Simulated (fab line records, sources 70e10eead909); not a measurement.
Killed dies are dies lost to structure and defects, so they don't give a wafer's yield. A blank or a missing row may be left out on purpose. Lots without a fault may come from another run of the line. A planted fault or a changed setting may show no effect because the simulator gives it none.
Which tool did it? | flow nand_harc | 7 lots, 21 wafers sampled, at 4 steps of a route of 1302

WHAT THE GAUGES READ, wafer by wafer
NHARC_THIN_TSV_CD_MEAS_37.
lot  | measured     | on        | cd_nm (nm)
L634 | day 25 01:53 | cd_sem-02 | 5009 5005 5008
L637 | day 25 12:12 | cd_sem-01 | 5003 4998 4997
L638 | day 25 20:34 | cd_sem-02 | 5002 5002 4997
L640 | day 26 13:26 | cd_sem-01 | 4997 4999 5004
L647 | day 30 01:23 | cd_sem-03 | 5006 5006 5007
L652 | day 31 18:23 | cd_sem-03 | 4997 5000 4998
L656 | day 33 11:55 | cd_sem-03 | 5003 5002 5003

WHICH TOOL RAN EACH LOT (tool, then ch and the chambers of the sampled wafers, then the start)
lot  | NHARC_A_CONTACT_ETCH_113             | NHARC_THIN_TSV_STRIP_45              | NHARC_THIN_TSV_PRE_CLEAN_54
L634 | har_cap_etch-03 ch 0,1, day 22 10:20 | plasma_asher-01 ch 0,1, day 24 19:41 | pvd_sputter-03, day 24 23:31
L637 | har_cap_etch-02 ch 0, day 23 01:56   | plasma_asher-02 ch 0,1, day 25 05:53 | pvd_sputter-02, day 25 09:49
L638 | har_cap_etch-02 ch 0,1, day 23 06:44 | plasma_asher-01 ch 0,1, day 25 14:09 | pvd_sputter-03, day 25 18:11
L640 | har_cap_etch-03 ch 0, day 24 02:29   | plasma_asher-01 ch 0,1, day 26 06:57 | pvd_sputter-03, day 26 10:44
L647 | har_cap_etch-01 ch 0,1, day 27 13:22 | plasma_asher-02 ch 0,1, day 29 19:11 | pvd_sputter-01, day 29 22:52
L652 | har_cap_etch-03 ch 0,1, day 29 05:10 | plasma_asher-02 ch 0,1, day 31 12:02 | pvd_sputter-03, day 31 15:52
L656 | har_cap_etch-02 ch 0, day 31 01:34   | plasma_asher-02 ch 0,1, day 33 05:19 | pvd_sputter-02, day 33 09:26
- NHARC_A_CONTACT_ETCH_113: etches the open film in C4F8/O2/Ar, time 190 s, target depth 1850 nm.
- NHARC_THIN_TSV_STRIP_45: strips in O2.
- NHARC_THIN_TSV_PRE_CLEAN_54: time 30 s.

THE ANSWER, worked out from the rows above alone
Rule: what is usual is taken from the lots themselves. Put in order of their means at a reading, lots are off if they are a third of the lots or fewer, leave a main group of 4 or more, and stand apart from it by a gap of 3 or more times the standard deviation of the main group's means; of several such gaps the widest counts. A main group whose means are all the same, to the digits that the tables above print for the reading, isn't used. A lot without any number at a reading at which 4 lots or more have one is off too. The other lots that the step has rows for count as sound.
No lot is off at any reading shown: from this, nothing can be told.

WHAT THE SIMULATOR HAD PUT IN
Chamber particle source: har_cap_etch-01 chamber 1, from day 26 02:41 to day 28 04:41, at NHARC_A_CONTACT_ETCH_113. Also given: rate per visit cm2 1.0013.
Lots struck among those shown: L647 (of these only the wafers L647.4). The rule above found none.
